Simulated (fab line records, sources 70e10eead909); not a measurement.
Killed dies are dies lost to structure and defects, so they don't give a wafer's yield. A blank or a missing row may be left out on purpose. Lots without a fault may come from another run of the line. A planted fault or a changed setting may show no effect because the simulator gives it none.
Which tool did it? | flow nand_harc | 12 lots, 36 wafers sampled, at 6 steps of a route of 1302

WHAT THE GAUGES READ, wafer by wafer
NHARC_A_CONTACT_OVL_MEAS_43.
lot  | measured     | on         | overlay_x_nm (nm) | overlay_y_nm (nm)
L709 | day 21 10:49 | overlay-02 | 0.4 0.7 1.2       | -0.7 -1.0 -0.5
L710 | day 21 22:54 | overlay-01 | 1.0 0.2 1.0       | -1.7 -0.4 -1.2
L711 | day 22 11:47 | overlay-02 | -0.2 -0.3 0.2     | 1.2 1.4 1.1
L712 | day 22 10:40 | overlay-02 | 0.8 0.6 0.9       | 0.0 -0.1 -0.2
L714 | day 23 13:04 | overlay-02 | 1.5 1.6 2.3       | -0.9 -0.9 -1.1
L720 | day 25 09:56 | overlay-02 | 7.7 7.8 7.8       | 0.3 0.4 -0.1
L722 | day 26 11:49 | overlay-01 | 7.3 7.7 7.9       | 0.2 1.0 0.6
L724 | day 27 03:20 | overlay-01 | 0.1 0.8 0.5       | 1.4 1.0 1.5
L723 | day 27 02:28 | overlay-01 | 7.8 7.7 7.4       | 0.5 0.9 0.7
L728 | day 29 02:14 | overlay-02 | 0.6 0.2 0.3       | 0.0 -0.3 -0.1
L727 | day 29 04:53 | overlay-02 | 0.3 1.2 0.3       | 0.8 0.7 0.4
L732 | day 30 07:00 | overlay-02 | -0.1 -0.1 -1.0    | 0.2 0.1 0.0

NHARC_END_SORT_01.
lot  | measured     | on        | killed_at_array | killed_at_other | killed_at_periphery | killed_dies | killed_open | killed_short
L720 | day 28 16:05 | prober-02 | 33 36 19        | 0 0 0           | 2 7 5               | 35 43 24    | 6 2 3       | 5 3 2
L722 | day 29 12:16 | prober-01 | 39 43 40        | 1 0 0           | 5 7 1               | 45 50 41    | 3 1 3       | 3 2 3
L723 | day 30 02:52 | prober-02 | 72 64 75        | 1 3 2           | 7 3 2               | 80 70 79    | 3 6 2       | 1 5 1

WHICH TOOL RAN EACH LOT (tool, then ch and the chambers of the sampled wafers, then the start)
lot  | NHARC_A_WL_FILL_ETCHBACK_17       | NHARC_A_WL_FILL_ALD_19              | NHARC_A_CONTACT_EXPOSE_39          | NHARC_A_CONTACT_ETCH_115
L709 | rie_metal-01 ch 0,1, day 20 23:16 | ald_metal-01 ch 0,1,2, day 21 03:39 | arfi_scanner-01 ch 0, day 21 10:35 | har_cap_etch-02 ch 0,1, day 21 13:26
L710 | rie_metal-01 ch 0,1, day 21 08:18 | ald_metal-04 ch 0,3, day 21 13:42   | arfi_scanner-02 ch 0, day 21 22:41 | har_cap_etch-02 ch 0,1, day 22 01:35
L711 | rie_metal-01 ch 0,1, day 21 18:02 | ald_metal-04 ch 2,3, day 22 00:31   | arfi_scanner-03 ch 0, day 22 11:33 | har_cap_etch-03 ch 0,1, day 22 14:39
L712 | rie_metal-02 ch 1, day 21 19:12   | ald_metal-01 ch 0,1, day 22 00:31   | arfi_scanner-02 ch 0, day 22 10:27 | har_cap_etch-01 ch 1, day 22 13:43
L714 | rie_metal-02 ch 0,1, day 23 00:30 | ald_metal-02 ch 0,2, day 23 05:55   | arfi_scanner-01 ch 0, day 23 12:50 | har_cap_etch-01 ch 0,1, day 23 15:57
L720 | rie_metal-02 ch 0,1, day 24 21:47 | ald_metal-01 ch 0,1,2, day 25 03:12 | arfi_scanner-02 ch 0, day 25 09:43 | har_cap_etch-03 ch 0,1, day 25 12:38
L722 | rie_metal-03 ch 0,1, day 25 22:26 | ald_metal-04 ch 2,3, day 26 03:49   | arfi_scanner-02 ch 0, day 26 11:35 | har_cap_etch-01 ch 0,1, day 26 14:29
L724 | rie_metal-02 ch 0,1, day 26 14:21 | ald_metal-01 ch 0,2,3, day 26 19:49 | arfi_scanner-03 ch 0, day 27 03:06 | har_cap_etch-01 ch 0,1, day 27 06:02
L723 | rie_metal-03 ch 0,1, day 26 14:23 | ald_metal-04 ch 0,2, day 26 19:47   | arfi_scanner-02 ch 0, day 27 02:14 | har_cap_etch-03 ch 0,1, day 27 05:08
L728 | rie_metal-03 ch 0,1, day 28 14:04 | ald_metal-04 ch 1,3, day 28 19:36   | arfi_scanner-01 ch 0, day 29 02:01 | har_cap_etch-03 ch 0,1, day 29 04:53
L727 | rie_metal-02 ch 0,1, day 28 14:56 | ald_metal-02 ch 1,2,3, day 28 19:35 | arfi_scanner-03 ch 0, day 29 04:40 | har_cap_etch-01 ch 0,1, day 29 07:33
L732 | rie_metal-03 ch 0,1, day 29 17:26 | ald_metal-02 ch 0,1,3, day 29 22:54 | arfi_scanner-03 ch 0, day 30 06:46 | har_cap_etch-02 ch 0,1, day 30 09:38
- NHARC_A_WL_FILL_ETCHBACK_17: etches the open film in Cl2/BCl3, target depth 4 nm, time 26.7 s.
- NHARC_A_WL_FILL_ALD_19: deposits TiN, target thk 2 nm, pulse time 3 s, ald cycles 100.
- NHARC_A_CONTACT_EXPOSE_39: exposes mask A CC 3.
- NHARC_A_CONTACT_ETCH_115: etches the open film in C4F8/O2/Ar, time 190 s, target depth 1850 nm.

WHAT THE TOOLS THEMSELVES READ (means of the sampled wafers that have a number; where no wafer has one, the mark that the record gives instead)
NHARC_A_WL_FILL_ETCHBACK_17.
lot  | tool         | drypump_motor_current_A (A) | oes_product_au (a.u.)
L709 | rie_metal-01 | 5.7                         | 1.016
L710 | rie_metal-01 | 5.7                         | 1.019
L711 | rie_metal-01 | 5.4                         | 1.005
L712 | rie_metal-02 | 5.2                         | 0.984
L714 | rie_metal-02 | 5.5                         | 0.986
L720 | rie_metal-02 | 5.7                         | 0.995
L722 | rie_metal-03 | 5.9                         | 1.008
L724 | rie_metal-02 | 5.5                         | 0.987
L723 | rie_metal-03 | 5.7                         | 1.003
L728 | rie_metal-03 | 5.9                         | 1.003
L727 | rie_metal-02 | 5.6                         | 0.995
L732 | rie_metal-03 | 5.6                         | 0.996

NHARC_A_WL_FILL_ALD_19.
lot  | tool         | heater_power_w (W) | precursor_pulse_height_rel
L709 | ald_metal-01 | 1186               | 1.006
L710 | ald_metal-04 | 998                | 1.013
L711 | ald_metal-04 | 1038               | 1.005
L712 | ald_metal-01 | 1147               | 0.990
L714 | ald_metal-02 | 1049               | 1.007
L720 | ald_metal-01 | 1175               | 0.995
L722 | ald_metal-04 | 1054               | 1.011
L724 | ald_metal-01 | 1163               | 0.994
L723 | ald_metal-04 | 1072               | 1.005
L728 | ald_metal-04 | 927                | 1.009
L727 | ald_metal-02 | 965                | 1.018
L732 | ald_metal-02 | 973                | 1.006

THE ANSWER, worked out from the rows above alone
Rule: what is usual is taken from the lots themselves. Put in order of their means at a reading, lots are off if they are a third of the lots or fewer, leave a main group of 4 or more, and stand apart from it by a gap of 3 or more times the standard deviation of the main group's means; of several such gaps the widest counts. A main group whose means are all the same, to the digits that the tables above print for the reading, isn't used. A lot without any number at a reading at which 4 lots or more have one is off too. The other lots that the step has rows for count as sound. The gauges are gone through in route order, then the tools' own readings, and for those a lot's mean is taken as printed above. The first step at which some lot is off is used, and at that step the reading that is off furthest; a lot without a number counts as furthest.
Off: L720, L722, L723, at NHARC_A_CONTACT_OVL_MEAS_43 (overlay_x_nm). The main group: mean 0.6 nm, standard deviation 0.58.
A tool fits if, at a process step before that reading, it ran every lot that is off, and no sound lot after the first of them. The gauges at NHARC_A_CONTACT_OVL_MEAS_43 are tried like those tools. One fits: arfi_scanner-02 at NHARC_A_CONTACT_EXPOSE_39. Its last sound lot is L712 (day 22 10:27), its first lot that is off L720 (day 25 09:43): a fault that began between those two fits.

WHAT THE SIMULATOR HAD PUT IN
Scanner matching overlay: arfi_scanner-02, from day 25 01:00 on, at NHARC_A_CONTACT_EXPOSE_39. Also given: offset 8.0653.
Lots struck among those shown: L720, L722, L723. The rule above found the same.
